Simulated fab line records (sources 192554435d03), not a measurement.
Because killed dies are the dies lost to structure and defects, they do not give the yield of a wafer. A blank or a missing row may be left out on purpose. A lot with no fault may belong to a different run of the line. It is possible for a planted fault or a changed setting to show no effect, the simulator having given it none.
Chamber matching    flow n5_finfet    N5_BEOL_M8_STRIP_36 on rie_diel-04: 4 sister chambers
The step strips in N2/H2. 4 wafers are shown with their chamber, then 8 later ones without.

WAFERS WITH THEIR CHAMBER
wafer   chamber  showerhead_plenum_p_Torr (Torr)
L080.4  2        2.47
L082.5  0        2.60
L083.2  1        2.52
L085.2  3        2.70

WAFERS MISSING THEIR CHAMBER
wafer   showerhead_plenum_p_Torr (Torr)
L085.3  2.47
L085.4  2.51
L087.2  2.51
L087.4  2.60
L087.6  2.47
L090.2  2.69
L090.3  2.59
L090.4  2.69

WHICH CHAMBER EACH WENT THROUGH
wafer   from the rows above  in truth
L085.3  2                    2
L085.4  1                    1
L087.2  1                    1
L087.4  0                    0
L087.6  2                    2
L090.2  3                    3
L090.3  0                    0
L090.4  3                    3
Correctly placed: 8 of 8. Number that these rows cannot place: 0. Number placed wrongly: 0.
How it was worked out, from the rows above alone: a wafer's distance from a chamber is the root of the sum, over the readings, of the square of ((its reading less the chamber's mean) divided by the reading's scatter). The wafer belongs to the nearest chamber; if the next one is less than 2 further off, it can't be placed. The mean given for a chamber averages the wafers shown for that chamber. The scatter (one wafer shown for each chamber): square how far every hidden wafer sits from the nearest shown wafer, average those squares and take the square root.
